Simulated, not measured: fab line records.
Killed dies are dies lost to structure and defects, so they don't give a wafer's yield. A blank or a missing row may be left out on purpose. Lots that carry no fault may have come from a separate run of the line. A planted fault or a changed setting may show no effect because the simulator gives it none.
fab line records -- flow nandHarc
[record] lots = 12, wafers = 36, lastDay = 33
route steps=1302 shown P_STI@89 P_GATE@143 END@1302
lots untouched by any fault: they come from a run of this same line in which no faults occurred
startH: hours from the record's opening day to when the first of the lot's shown wafers began -- waitH: how many hours have passed since the lot's step before this one -- " repeats the value in the row above -- L1.1+2: several wafers, shown together as one row -- - no value, or no start was given -- * or withheld: withheld -- < > ~ a bound
route shown NAME@n: NAME is a module with steps in the file, n the number in the route of the first one -- usual: mean/standard deviation of fault-free wafers -- same: alike in all rows -- chamber/n: place in a boat -- sites: each site's reading -- _std_site: standard deviation across them -- _edge_site: the outer-site mean with the inner-site mean subtracted -- radiusMm: how far each site lies from the wafer's centre -- mask NAME#n: copy n -- behind: the last tool/chamber to shape the wafer -- hold: cause of the lot's hold/its duration in hours/its outcome -- device: the n, p or np transistor that did not switch -- end of line: the route-end tests of the same wafers -- a step with no rows: only its recipe -- killed: dies lost to structure and defects at the first sort, not the wafer's yield -- map: a wafer's dies, x killed, . not, _ none there
set.NAME: the setting that was run; set.NAME@STEP: the one run at that earlier step -- model.NAME: the simulator's own value behind a step, which no gauge read
one table for each step of the route and one row for each wafer, over a sample of lots
services: a tool's chamber out of use, with start hour (startH, from the record's first day; less than 0 if before it), hours out, and reason
[[steps]]
[step NHARC_P_STI_ETCH_31]
[recipe] targetDepthA = 1089, timeS = 54.5, cf4FlowSccm = 100, chf3FlowSccm = 30, arFlowSccm = 0, rfW = 500, biasW = 200, chemistry = CF4/CHF3
[usual] drypumpMotorCurrentA = 5.59/0.3, oesProductAu = 0.965/0.017, rfVppV = 370.2/2, showerheadPlenumPTorr = 1.56/0.055, throttleValvePct = 16.802/0.0084
[same] timeS = 54.5
lot.wafer,tool,chamber,startH,waitH,drypumpMotorCurrentA,oesProductAu,rfHoursCounterH,rfVppV,showerheadPlenumPTorr,throttleValvePct
L543.4,rieDiel-09,1,-,-,5.57,0.973,3,366.9,1.48,16.806
L543.3,rieDiel-09,3,-,-,5.87,0.974,4,371.6,1.63,16.793
L543.5,rieDiel-09,0,-,-,5.41,0.959,-,371.5,1.61,16.805
L544.2,rieDiel-10,1,-,-,5.08,0.961,12,368.5,1.51,16.801
L544.1,rieDiel-10,3,-,-,5.77,0.992,13,370.2,1.53,16.794
L544.5,rieDiel-10,1,-,-,5.06,0.958,-,369.1,1.52,16.808
L546.4,rieDiel-11,2,-,-,5.28,0.987,8,370.2,1.54,16.814
L546.1,rieDiel-11,3,-,-,6.04,0.954,8,369.5,1.49,16.796
L546.5,rieDiel-11,1,-,-,5.55,0.966,-,373.6,1.66,16.805
L549.3,rieDiel-09,2,-,-,6.00,0.959,7,371.7,1.58,16.802
L549.4,rieDiel-09,3,-,-,5.86,0.975,7,372.0,1.63,16.805
L549.6,rieDiel-09,3,-,-,5.87,0.970,-,373.6,1.63,16.794
L550.4,rieDiel-11,2,-,-,5.28,0.945,1,370.5,1.54,16.792
L550.1,rieDiel-11,3,-,-,6.04,0.942,1,367.7,1.49,16.808
L550.5,rieDiel-11,2,-,-,5.26,0.939,-,368.7,1.54,16.808
L552.3,rieDiel-10,2,-,-,5.54,0.983,6,369.0,1.55,16.804
L552.1,rieDiel-10,3,-,-,5.75,0.968,6,368.4,1.53,16.796
L552.6,rieDiel-10,0,-,-,5.27,0.958,-,372.5,1.62,16.806
L559.3,rieDiel-10,3,-,-,5.72,0.966,12,369.3,1.53,16.802
L559.4,rieDiel-10,0,-,-,5.29,0.975,12,371.9,1.62,16.795
L559.5,rieDiel-10,2,-,-,5.58,0.973,-,370.1,1.55,16.791
L560.1,rieDiel-09,3,-,-,5.85,0.981,3,372.0,1.63,16.803
L560.4,rieDiel-09,1,-,-,5.57,0.974,4,366.2,1.47,16.799
L560.5,rieDiel-09,3,-,-,5.87,0.986,-,370.8,1.63,16.798
L563.3,rieDiel-10,3,-,-,5.76,0.969,16,370.0,1.53,16.806
L563.6,rieDiel-10,3,-,-,5.74,0.971,-,367.2,1.53,16.792
L563.5,rieDiel-10,0,-,-,5.26,0.971,-,371.7,1.62,16.801
L564.4,rieDiel-10,2,-,-,5.56,0.961,0,368.5,1.55,16.805
L564.2,rieDiel-10,3,-,-,5.71,0.991,0,369.7,1.53,16.797
L564.6,rieDiel-10,2,-,-,5.56,0.954,-,369.0,1.55,16.820
L565.2,rieDiel-10,1,-,-,5.06,0.971,1,369.1,1.51,16.813
L565.1,rieDiel-10,2,-,-,5.57,0.961,1,371.4,1.55,16.800
L565.5,rieDiel-10,0,-,-,5.27,0.973,-,373.3,1.62,16.792
L566.1,rieDiel-09,2,-,-,6.01,0.908,8,370.4,1.58,16.812
L566.2,rieDiel-09,0,-,-,5.39,0.921,7,370.4,1.61,16.812
L566.6,rieDiel-09,2,-,-,6.03,0.918,-,373.0,1.58,16.801
[step NHARC_P_STI_ETCH_15]
[recipe] targetDepthA = 3000, taperDeg = 4, timeS = 100.1, hbrFlowSccm = 150, cl2FlowSccm = 50, rfW = 400, icpW = 400, biasW = 100, chemistry = HBr/Cl2
[usual] drypumpMotorCurrentA = 6.0/0.49, heBacksideLeakSccm = 2.67/0.24, oesProductAu = 1.000/0.0091, throttleValvePct = 26.406/0.0097
[same] timeS = 100.1
lot.wafer,tool,chamber,startH,waitH,drypumpMotorCurrentA,heBacksideLeakSccm,oesProductAu,rfHoursCounterH,throttleValvePct
L543.4,rieSi-05,3,42.94,-,6.6,2.35,1.020,0.5,26.403
L543.3,rieSi-05,0,42.94,-,5.9,2.44,1.004,0.5,26.423
L543.5,rieSi-05,3,42.94,-,6.6,2.26,1.011,-,26.419
L544.2,rieSi-05,0,54.74,-,5.9,2.39,1.002,0.6,26.411
L544.1,rieSi-05,3,54.74,-,6.6,2.55,0.999,0.6,26.415
L544.5,rieSi-05,0,54.74,-,5.9,2.45,1.005,-,26.415
L546.1,rieSi-05,2,74.69,-,5.4,2.63,0.998,0.7,26.395
L546.4,rieSi-05,0,74.69,-,5.9,2.42,0.999,0.7,26.400
L546.5,rieSi-05,3,74.69,-,6.6,2.52,0.995,-,26.404
L549.3,rieSi-05,1,103.41,-,6.0,2.72,0.997,0.9,26.407
L549.4,rieSi-05,0,103.41,-,5.9,2.45,0.995,0.9,26.412
L549.6,rieSi-05,1,103.41,-,6.0,2.70,0.990,-,26.434
L550.4,rieSi-06,0,114.94,-,6.6,2.92,0.990,0.2,26.424
L550.1,rieSi-06,3,114.94,-,5.2,2.95,0.998,0.2,26.409
L550.5,rieSi-06,1,114.94,-,5.7,2.33,0.994,-,26.405
L552.3,rieSi-06,1,135.24,-,5.7,2.48,1.000,0.4,26.413
L552.1,rieSi-06,0,135.24,-,6.6,2.86,0.993,0.3,26.396
L552.6,rieSi-06,1,135.24,-,5.6,2.29,0.994,-,26.395
L559.3,rieSi-06,2,203.42,-,6.5,2.79,1.019,0.8,26.399
L559.4,rieSi-06,1,203.42,-,5.7,2.26,1.008,0.9,26.406
L559.5,rieSi-06,2,203.42,-,6.5,2.98,1.022,-,26.405
L560.1,rieSi-06,3,214.67,-,5.2,2.89,1.000,0.8,26.386
L560.4,rieSi-06,2,214.67,-,6.5,2.81,1.015,0.9,26.418
L560.5,rieSi-06,0,214.67,-,6.6,2.94,0.991,-,26.402
L563.3,rieSi-01,1,240.16,-,6.5,2.42,0.994,0.2,26.410
L563.5,rieSi-01,1,240.16,-,6.5,2.59,0.993,-,26.415
L563.6,rieSi-01,2,240.16,-,5.5,2.56,0.987,-,26.416
L564.4,rieSi-05,2,254.93,-,5.4,2.77,0.993,0.8,26.413
L564.2,rieSi-05,3,254.93,-,6.6,2.59,0.995,0.7,26.410
L564.6,rieSi-05,3,254.93,-,6.6,2.65,1.000,-,26.403
L565.1,rieSi-06,3,264.61,-,5.2,2.89,0.997,0.0,26.422
L565.2,rieSi-06,0,264.61,-,6.6,2.93,1.000,0.0,26.401
L565.5,rieSi-06,3,264.61,-,5.2,2.91,1.001,-,26.429
L566.2,rieSi-06,3,275.06,-,5.2,3.00,1.006,0.1,26.414
L566.1,rieSi-06,2,275.06,-,6.5,2.82,1.002,0.1,26.410
L566.6,rieSi-06,0,275.06,-,6.6,2.92,0.994,-,26.404
[step NHARC_P_STI_CMP_21]
[recipe] tOverpolishS = 20, targetThkNm = 380.67
[usual] edgeZonePressureFrac = 1.000/0.0048, motorCurrentA = 12.0/1.1, overpolishRunS = 19.999/0.0089
lot.wafer,tool,chamber,startH,waitH,edgeZonePressureFrac,motorCurrentA,overpolishRunS
L543.3,cmp-02,0,61.51,0.4,0.995,12.4,19.997
L543.4,cmp-02,3,61.51,0.4,1.005,15.4,20.011
L543.5,cmp-02,1,61.51,0.4,1.007,12.5,20.002
L544.2,cmp-03,0,75.89,0.4,1.007,12.9,19.982
L544.1,cmp-03,3,75.89,0.4,1.005,11.6,19.997
L544.5,cmp-03,0,75.89,0.4,1.005,12.4,19.990
L546.1,cmp-04,0,94.07,0.4,0.999,12.6,20.009
L546.4,cmp-04,3,94.07,0.4,1.000,13.2,19.988
L546.5,cmp-04,0,94.07,0.4,0.993,12.5,20.003
L549.4,cmp-02,2,122.99,0.4,1.000,11.3,19.988
L549.3,cmp-02,3,122.99,0.4,1.001,15.2,19.991
L549.6,cmp-02,0,122.99,0.4,0.999,11.9,19.997
L550.4,cmp-03,1,135.07,0.4,1.001,12.0,20.004
L550.1,cmp-03,2,135.07,0.4,0.997,11.9,20.003
L550.5,cmp-03,1,135.07,0.4,0.996,11.4,19.988
L552.3,cmp-04,1,155.80,0.4,1.009,10.1,19.997
L552.1,cmp-04,2,155.80,0.4,1.004,11.1,19.996
L552.6,cmp-04,0,155.80,0.4,0.999,12.9,20.014
L559.4,cmp-03,3,224.94,0.4,-,-,-
L559.3,cmp-03,0,224.94,0.4,-,-,-
L559.5,cmp-03,3,224.94,0.4,-,-,-
L560.4,cmp-03,0,241.12,0.4,-,-,-
L560.1,cmp-03,3,241.12,0.4,-,-,-
L560.5,cmp-03,1,241.12,0.4,-,-,-
L563.3,cmp-04,3,261.56,0.4,1.005,13.0,19.997
L563.5,cmp-04,1,261.56,0.4,0.996,10.8,20.005
L563.6,cmp-04,2,261.56,0.4,1.003,11.3,20.000
L564.2,cmp-04,1,272.79,0.4,0.985,10.7,20.002
L564.4,cmp-04,3,272.79,0.4,1.003,12.9,20.019
L564.6,cmp-04,1,272.79,0.4,0.997,10.1,19.994
L565.2,cmp-04,2,285.30,0.4,1.004,10.8,19.995
L565.1,cmp-04,3,285.30,0.4,1.007,12.2,20.016
L565.5,cmp-04,1,285.30,0.4,0.998,11.0,20.008
L566.2,cmp-04,1,292.59,0.4,1.009,10.4,19.998
L566.1,cmp-04,2,292.59,0.4,1.000,11.5,19.999
L566.6,cmp-04,1,292.59,0.4,0.992,10.7,20.008
[step NHARC_P_GATE_INSPECT_28]
[usual] rawDefectCount = 6/3.1
lot.wafer,tool,chamber,startH,waitH,rawDefectCount
L543.3,defectInspect-01,-,95.43,0.0,8
L543.4,defectInspect-01,-,95.43,0.0,7
L543.5,defectInspect-01,-,95.43,0.0,7
L544.1,defectInspect-01,-,111.47,0.0,5
L544.2,defectInspect-01,-,111.47,0.0,4
L544.5,defectInspect-01,-,111.47,0.0,4
L546.1,defectInspect-02,-,130.38,0.0,4
L546.4,defectInspect-02,-,130.38,0.0,5
L546.5,defectInspect-02,-,130.38,0.0,11
L549.3,defectInspect-02,-,154.50,0.0,9
L549.4,defectInspect-02,-,154.50,0.0,3
L549.6,defectInspect-02,-,154.50,0.0,11
L550.1,defectInspect-01,-,169.55,0.0,1
L550.4,defectInspect-01,-,169.55,0.0,9
L550.5,defectInspect-01,-,169.55,0.0,6
L552.1,defectInspect-02,-,191.36,0.0,4
L552.3,defectInspect-02,-,191.36,0.0,3
L552.6,defectInspect-02,-,191.36,0.0,6
L563.3,defectInspect-01,-,291.57,0.0,7
L563.5,defectInspect-01,-,291.57,0.0,6
L563.6,defectInspect-01,-,291.57,0.0,13
L564.2,defectInspect-01,-,303.54,0.0,9
L564.4,defectInspect-01,-,303.54,0.0,14
L564.6,defectInspect-01,-,303.54,0.0,10
L566.1,defectInspect-02,-,319.92,0.0,8
L566.2,defectInspect-02,-,319.92,0.0,2
L566.6,defectInspect-02,-,319.92,0.0,6
L565.1,defectInspect-02,-,320.10,0.0,6
L565.2,defectInspect-02,-,320.10,0.0,6
L565.5,defectInspect-02,-,320.10,0.0,3
[step NHARC_END_SORT_01]
[recipe] tempC = 25
[usual] killedAtArray = 57/20, killedAtOther = 1.0/1.5, killedAtPeriphery = 3.5/2.5, killedDies = 62/21, killedOpen = 3.5/1.9, killedShort = 2.4/1.6
[same] grossDies = 677
lot.wafer,tool,chamber,startH,waitH,killedAtArray,killedAtOther,killedAtPeriphery,killedDies,killedOpen,killedShort
L559.3,prober-01,0,710.27,3.1,33,0,644,677,4,3
L559.4,prober-01,0,711.08,3.4,35,0,642,677,2,2
L559.5,prober-01,0,711.89,3.7,40,1,636,677,2,1
L560.1,prober-01,0,757.16,2.6,76,0,601,677,6,2
L560.4,prober-01,0,759.56,3.4,90,0,587,677,2,5
L560.5,prober-01,0,760.36,3.7,77,0,600,677,1,2
// killed by level:class
L559.3 P_STI:areaCmp=642 A_CHANNEL_HOLE_D1:chamberFilmFlake=13 A_CONTACT:chamberFilmFlake=5 A_STAIRCASE:chamberFilmFlake=3 A_ONON_D2:geometricParticle:short=2 A_CHANNEL_HOLE_D2:chamberFilmFlake=2 A_SLIT:chamberFilmFlake=2 P_CONTACT:geometricParticle:open=1
L559.4 P_STI:areaCmp=641 A_CONTACT:chamberFilmFlake=10 A_CHANNEL_HOLE_D1:chamberFilmFlake=9 A_CHANNEL_HOLE_D2:chamberFilmFlake=4 A_SLIT:chamberFilmFlake=4 A_STAIRCASE:chamberFilmFlake=3 P_CONTACT:geometricParticle:open=1 A_CHANNEL_HOLE_D1:geometricParticle:open=1
L559.5 P_STI:areaCmp=634 A_CONTACT:chamberFilmFlake=16 A_CHANNEL_HOLE_D1:chamberFilmFlake=11 A_STAIRCASE:chamberFilmFlake=3 A_SLIT:chamberFilmFlake=3 A_BONDPAD:chamberFilmFlake=2 P_M0:geometricParticle:open=1 A_ONON_D1:geometricParticle:short=1
L560.1 P_STI:areaCmp=598 A_CHANNEL_HOLE_D1:chamberFilmFlake=31 A_SLIT:chamberFilmFlake=29 A_SGD_CUT:chamberFilmFlake=5 A_STAIRCASE:chamberFilmFlake=3 A_CONTACT:chamberFilmFlake=3 P_M0:geometricParticle:open=2 P_CONTACT:geometricParticle:open=1
L560.4 P_STI:areaCmp=584 A_SLIT:chamberFilmFlake=37 A_CHANNEL_HOLE_D1:chamberFilmFlake=29 A_SGD_CUT:chamberFilmFlake=5 A_STAIRCASE:chamberFilmFlake=4 A_DECK1_JOINT:chamberFilmFlake=3 A_WL_FILL:geometricParticle:short=2 A_ZERO_WELL:chamberFilmFlake=2
L560.5 P_STI:areaCmp=595 A_CHANNEL_HOLE_D1:chamberFilmFlake=31 A_SLIT:chamberFilmFlake=30 A_CONTACT:chamberFilmFlake=6 P_ZERO_WELL:chamberFilmFlake=3 A_STAIRCASE:chamberFilmFlake=3 A_ZERO_WELL:chamberFilmFlake=2 A_M1:chamberFilmFlake=2
[[services]]
tool,chamber,startH,hours,kind
cmp-04,-,27.18,1.3,repair
rieSi-05,-,28.39,0.1,repair
cmp-04,-,32.06,1.3,repair
rieSi-05,1,61.80,7.6,repair
rieDiel-10,-,65.50,9.0,pm
rieSi-06,-,72.00,9.0,pm
cmp-04,-,72.09,1.1,repair
cmp-03,-,78.95,4.0,pm
cmp-04,-,106.06,2.7,repair
rieSi-05,-,106.86,0.2,repair
cmp-04,-,111.07,4.0,pm
rieDiel-10,0,111.72,4.1,repair
rieDiel-10,2,118.51,4.3,repair
cmp-04,-,120.80,0.5,repair
rieSi-05,-,128.00,9.0,pm
rieSi-05,2,140.00,2.0,repair
cmp-04,-,205.41,3.3,repair
cmp-04,-,209.07,4.0,pm
rieSi-06,1,226.03,4.0,repair
rieSi-05,1,227.42,7.9,repair
cmp-04,-,241.42,1.3,repair
rieDiel-10,-,242.50,9.0,pm
rieSi-06,-,249.00,9.0,pm
rieDiel-10,-,262.75,0.5,repair
[[key]]
[firstSign] step = NHARC_P_STI_CMP_21, reading = toolRecord, direction = missing
[effect] step = NHARC_END_SORT_01, reading = killedAtPeriphery, direction = up, sigmas = 99+, usual = 3.5, struck = 618.3
[moreKillsBornAt] NHARC_P_STI_CMP_21@cmp-03 = 3694
metAt NHARC_P_STI_CMP_21
struckLots L559,L560
laterRowsLeftOut L559.3,L559.4,L559.5,L560.1,L560.4,L560.5
testerLeftOut L559,L560
notActingAt NHARC_P_STI_ETCH_31,NHARC_P_STI_ETCH_15,NHARC_P_GATE_INSPECT_28
onsetBetween 135.07 224.94
[fault] kind = skippedStepWhole, tool = cmp-03, chamber = -, onsetH = 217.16, steps = NHARC_P_STI_CMP_21, scope = struckLotsOnly
// testerLeftOut: of these lots the tester's yield and bins aren't shown, on N5 and GAA mostly nor the transistor test; their killed dies are dies lost to structure and defects alone, not to doping, threshold or leakage, so they don't give the yield
// laterRowsLeftOut: the simulator's readings of these wafers behind a module that went badly wrong aren't trusted and aren't shown, but for the sort
